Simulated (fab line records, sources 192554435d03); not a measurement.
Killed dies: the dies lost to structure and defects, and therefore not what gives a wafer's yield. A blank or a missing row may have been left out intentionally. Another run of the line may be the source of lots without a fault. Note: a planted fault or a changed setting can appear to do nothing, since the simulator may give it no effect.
Chamber matching | flow n5Finfet | N5_BEOL_M3_DESCUM_16 on rieDiel-02 has 4 sister chambers
The step chemistry O2, time 7 s. 4 wafers are shown with their chamber, then 7 later ones without.

## WAFERS, EACH WITH ITS CHAMBER
wafer  | chamber | showerheadPlenumPTorr (Torr)
L405.2 | 2       | 2.09
L414.6 | 3       | 2.23
L416.2 | 1       | 2.16
L416.3 | 0       | 2.07

## WAFERS WHOSE CHAMBER IS MISSING
wafer  | showerheadPlenumPTorr (Torr)
L416.6 | 2.23
L421.1 | 2.07
L421.4 | 2.22
L421.5 | 2.22
L425.1 | 2.08
L425.2 | 2.07
L425.5 | 2.15

## THE CHAMBER EACH PASSED THROUGH
wafer  | from the rows above     | in truth
L416.6 | 3                       | 3
L421.1 | 0                       | 0
L421.4 | 3                       | 3
L421.5 | 3                       | 3
L425.1 | can't be placed: 2 or 0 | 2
L425.2 | 0                       | 0
L425.5 | 1                       | 1
Correctly placed: 6 of 7. Can't be placed from these rows: 1 (the true chamber is among the candidates in 1). 0 placed wrongly.
How it was worked out, from the rows above alone: a wafer's distance from a chamber is the root of the sum, over the readings, of the square of ((its reading less the chamber's mean) divided by the reading's scatter). If the next closest chamber is less than 2 further off than the closest, the wafer can't be placed; otherwise it belongs to the closest. The mean given for a chamber averages the wafers shown for that chamber. The scatter (one wafer shown for each chamber): square how far every hidden wafer sits from the nearest shown wafer, average those squares and take the square root.
